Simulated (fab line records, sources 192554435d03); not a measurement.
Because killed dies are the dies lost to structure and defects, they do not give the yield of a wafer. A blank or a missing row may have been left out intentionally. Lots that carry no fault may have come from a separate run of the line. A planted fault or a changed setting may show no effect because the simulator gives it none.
Split-lot trial | flow n5 finfet | 39 wafers read across 7 lots, on a route 1938 steps long

== SPLIT DETAILS ==
At N5_HKMG_FIN_ETCH_54 (etches SiARC in CF4, target depth 45.5 nm, time 75.8 s), the setting bias w was moved away from the recipe's 36 W on 18 of the 39 wafers read, by -17.7% to +13.0%. For the rest of the wafers, this setting stayed at what the recipe calls for.

The reading is taken at the split's own step.

== THE READING ==
rf vpp V, in V, at N5_HKMG_FIN_ETCH_54 (etches SiARC in CF4, target depth 45.5 nm, time 75.8 s). On this fab line, fault-free wafers typically give 184.2 V with a standard deviation of 1.2 V.

wafer  | tool, chamber at the split | bias w as run, W | against the recipe | rf vpp V, V | against lot-mates on the recipe
L082.1 | rie diel-05, 1             | 36               | recipe             | 183.5       | -
L082.2 | rie diel-05, 3             | 36               | recipe             | 183.8       | -
L082.3 | rie diel-05, 2             | 36               | recipe             | 183.7       | -
L082.4 | rie diel-05, 0             | 33.74            | -6.3%              | 176.2       | -7.5
L082.5 | rie diel-05, 3             | 33.74            | -6.3%              | 175.7       | -8.0
L082.6 | rie diel-05, 0             | 33.74            | -6.3%              | 176.2       | -7.5
L083.4 | rie diel-01, 3             | 36               | recipe             | 184.7       | -
L083.5 | rie diel-01, 0             | 36               | recipe             | 183.8       | -
L083.6 | rie diel-01, 2             | 36               | recipe             | 183.2       | -
L085.1 | rie diel-01, 2             | 36               | recipe             | 184.0       | -
L085.2 | rie diel-01, 1             | 36               | recipe             | 184.1       | -
L085.3 | rie diel-01, 0             | 38.89            | +8.0%              | 194.6       | +10.2
L085.4 | rie diel-01, 3             | 36               | recipe             | 185.1       | -
L085.5 | rie diel-01, 2             | 38.89            | +8.0%              | 192.8       | +8.4
L085.6 | rie diel-01, 1             | 38.89            | +8.0%              | 194.9       | +10.5
L087.1 | rie diel-03, 3             | 40.68            | +13.0%             | 200.6       | +16.4
L087.2 | rie diel-03, 2             | 36               | recipe             | 185.7       | -
L087.3 | rie diel-03, 0             | 40.68            | +13.0%             | 198.6       | +14.4
L087.4 | rie diel-03, 1             | 36               | recipe             | 181.9       | -
L087.5 | rie diel-03, 3             | 36               | recipe             | 185.0       | -
L087.6 | rie diel-03, 2             | 40.68            | +13.0%             | 200.3       | +16.1
L095.1 | rie diel-03, 0             | 36               | recipe             | 182.9       | -
L095.2 | rie diel-03, 1             | 36               | recipe             | 185.3       | -
L095.3 | rie diel-03, 2             | 32.36            | -10.1%             | 173.8       | -9.5
L095.4 | rie diel-03, 3             | 32.36            | -10.1%             | 173.3       | -10.0
L095.5 | rie diel-03, 0             | 36               | recipe             | 181.6       | -
L095.6 | rie diel-03, 1             | 32.36            | -10.1%             | 172.7       | -10.6
L096.1 | rie diel-05, 0             | 29.62            | -17.7%             | 162.5       | -21.5
L096.2 | rie diel-05, 1             | 36               | recipe             | 182.8       | -
L096.3 | rie diel-05, 3             | 29.62            | -17.7%             | 159.8       | -24.2
L096.4 | rie diel-05, 2             | 29.62            | -17.7%             | 161.7       | -22.3
L096.5 | rie diel-05, 3             | 36               | recipe             | 184.7       | -
L096.6 | rie diel-05, 0             | 36               | recipe             | 184.6       | -
L097.1 | rie diel-05, 3             | 40.18            | +11.6%             | 197.7       | +13.4
L097.2 | rie diel-05, 0             | 36               | recipe             | 185.3       | -
L097.3 | rie diel-05, 1             | 40.18            | +11.6%             | 196.3       | +12.0
L097.4 | rie diel-05, 2             | 36               | recipe             | 183.6       | -
L097.5 | rie diel-05, 3             | 40.18            | +11.6%             | 198.2       | +13.9
L097.6 | rie diel-05, 2             | 36               | recipe             | 184.1       | -

FIT RESULTS
A straight line over all 39 wafers: rf vpp V changes by +1.22 V for each +1% of bias w; r = +0.99; the points scatter about the line by 1.1 V.
The same after taking each lot's own level away (the mean of its wafers on the recipe; 39 wafers): +1.19 V for each +1%; r = +0.99; scatter 1.2 V.
According to that fit, moving bias w by its largest amount changes the reading by 21 V.
Across the lots, their own levels run from 183.27 to 184.40 V, a range of 0.9 times the standard deviation given above.
Consequently the slope shifts little with the lot-to-lot level, the two slopes agreeing.
Check: with one of the wafers moved furthest among these (-17.7%) left out of the fit, the line predicts -21.1 V for it against its lot-mates. It came out at -21.5 V against them.
Tool readings at the split's step, against how far the setting was moved: rf vpp V r = +0.99.

== ADDITIONAL SPLITS CARRIED BY THESE WAFERS ==
Other splits were also applied to these wafers ahead of the reading. Each is held against what the fit with the lots' levels taken away leaves over:
other split on the same wafers       | wafers away from the commonest value | r with rf vpp V (lot level and that fit taken away)
N5_WELL_APT_IMPLANT_15 energy kev    | 9                                    | -0.13
N5_DUMMY_GATE_EXPOSE_12 dose mj      | 12                                   | -0.07
N5_DUMMY_GATE_ETCH_37 source w       | 15                                   | -0.01
N5_SD_EPI_P_EPI_21 epi growth time s | 12                                   | +0.22

== FILE'S OWN FIT ==
rf vpp V changes by +1.19 V for each +1% of bias w, r = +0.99.
